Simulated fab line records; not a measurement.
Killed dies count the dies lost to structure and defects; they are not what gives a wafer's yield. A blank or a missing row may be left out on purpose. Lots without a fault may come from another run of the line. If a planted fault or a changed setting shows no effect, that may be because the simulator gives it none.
Matching of chambers :: flow n5 finfet :: N5_BEOL_M12_ETCH_67 on rie diel-05 has 4 sister chambers
The step etches SiARC in CF4, target depth 143 nm, time 238.3 s. 18 wafers are shown with their chamber, then 9 later ones without.

WAFERS, EACH WITH ITS CHAMBER
wafer: L078.1
chamber: 1
drypump motor current A (A): 5.2
showerhead plenum p Torr (Torr): 2.19
oes product au (a.u.): 0.81

wafer: L078.4
chamber: 2
drypump motor current A (A): 6.3
showerhead plenum p Torr (Torr): 2.25
oes product au (a.u.): 0.69

wafer: L078.6
chamber: 2
drypump motor current A (A): 6.3
showerhead plenum p Torr (Torr): 2.25
oes product au (a.u.): 0.69

wafer: L080.1
chamber: 3
drypump motor current A (A): 5.6
showerhead plenum p Torr (Torr): 2.26
oes product au (a.u.): 0.75

wafer: L080.5
chamber: 3
drypump motor current A (A): 5.6
showerhead plenum p Torr (Torr): 2.26
oes product au (a.u.): 0.74

wafer: L080.6
chamber: 0
drypump motor current A (A): 6.0
showerhead plenum p Torr (Torr): 2.21
oes product au (a.u.): 0.62

wafer: L081.1
chamber: 0
drypump motor current A (A): 6.1
showerhead plenum p Torr (Torr): 2.21
oes product au (a.u.): 0.62

wafer: L081.5
chamber: 3
drypump motor current A (A): 5.6
showerhead plenum p Torr (Torr): 2.26
oes product au (a.u.): 0.74

wafer: L081.6
chamber: 0
drypump motor current A (A): 6.0
showerhead plenum p Torr (Torr): 2.21
oes product au (a.u.): 0.62

wafer: L089.1
chamber: 2
drypump motor current A (A): 6.3
showerhead plenum p Torr (Torr): 2.25
oes product au (a.u.): 0.67

wafer: L089.2
chamber: 0
drypump motor current A (A): 6.0
showerhead plenum p Torr (Torr): 2.21
oes product au (a.u.): 0.62

wafer: L089.5
chamber: 3
drypump motor current A (A): 5.6
showerhead plenum p Torr (Torr): 2.25
oes product au (a.u.): 0.72

wafer: L090.2
chamber: 0
drypump motor current A (A): 6.1
showerhead plenum p Torr (Torr): 2.20
oes product au (a.u.): 0.60

wafer: L090.4
chamber: 3
drypump motor current A (A): 5.6
showerhead plenum p Torr (Torr): 2.25
oes product au (a.u.): 0.71

wafer: L090.6
chamber: 0
drypump motor current A (A): 6.0
showerhead plenum p Torr (Torr): 2.20
oes product au (a.u.): 0.61

wafer: L092.1
chamber: 1
drypump motor current A (A): 5.2
showerhead plenum p Torr (Torr): 2.19
oes product au (a.u.): 0.77

wafer: L092.2
chamber: 3
drypump motor current A (A): 5.6
showerhead plenum p Torr (Torr): 2.25
oes product au (a.u.): 0.72

wafer: L092.3
chamber: 2
drypump motor current A (A): 6.3
showerhead plenum p Torr (Torr): 2.24
oes product au (a.u.): 0.66

SIGNATURES, as means of the wafers listed above
reading: drypump motor current A
chamber 0: 6.033
chamber 1: 5.200
chamber 2: 6.300
chamber 3: 5.600
scatter within a chamber: 0.0309

reading: showerhead plenum p Torr
chamber 0: 2.2067
chamber 1: 2.1900
chamber 2: 2.2475
chamber 3: 2.2550
scatter within a chamber: 0.00506

reading: oes product au
chamber 0: 0.6150
chamber 1: 0.7900
chamber 2: 0.6775
chamber 3: 0.7300
scatter within a chamber: 0.0147
Rule: a wafer lies at a distance from a chamber equal to the root of the sum of squares, over the readings, of (its reading less the chamber's mean, divided by the reading's scatter). The wafer belongs to the nearest chamber; if the next one is less than 2 further off, it can't be placed. How the scatter is found: for the shown wafers, subtract from each reading the mean of its chamber, square and add these, divide the total by (wafers less chambers), then take the root.

WAFERS MISSING THEIR CHAMBER
wafer: L093.1
drypump motor current A (A): 5.2
showerhead plenum p Torr (Torr): 2.18
oes product au (a.u.): 0.75

wafer: L093.2
drypump motor current A (A): 6.4
showerhead plenum p Torr (Torr): 2.24
oes product au (a.u.): 0.66

wafer: L093.3
drypump motor current A (A): 5.6
showerhead plenum p Torr (Torr): 2.25
oes product au (a.u.): 0.69

wafer: L096.2
drypump motor current A (A): 6.1
showerhead plenum p Torr (Torr): 2.20
oes product au (a.u.): 0.87

wafer: L096.3
drypump motor current A (A): 6.3
showerhead plenum p Torr (Torr): 2.24
oes product au (a.u.): 0.66

wafer: L096.6
drypump motor current A (A): 6.3
showerhead plenum p Torr (Torr): 2.24
oes product au (a.u.): 0.65

wafer: L097.1
drypump motor current A (A): 5.2
showerhead plenum p Torr (Torr): 2.18
oes product au (a.u.): 0.75

wafer: L097.3
drypump motor current A (A): 5.6
showerhead plenum p Torr (Torr): 2.25
oes product au (a.u.): 0.69

wafer: L097.6
drypump motor current A (A): 6.3
showerhead plenum p Torr (Torr): 2.24
oes product au (a.u.): 0.65

WHICH CHAMBER EACH WENT THROUGH
wafer: L093.1
from the rows above: 1
in truth: 1

wafer: L093.2
from the rows above: 2
in truth: 2

wafer: L093.3
from the rows above: 3
in truth: 3

wafer: L096.2
from the rows above: can't be placed: 2 or 0
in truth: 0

wafer: L096.3
from the rows above: 2
in truth: 2

wafer: L096.6
from the rows above: 2
in truth: 2

wafer: L097.1
from the rows above: 1
in truth: 1

wafer: L097.3
from the rows above: 3
in truth: 3

wafer: L097.6
from the rows above: 2
in truth: 2
Correct placement for 8 of the 9. Can't be placed from these rows: 1 (the true chamber is among the candidates in 1). 0 placed wrongly.
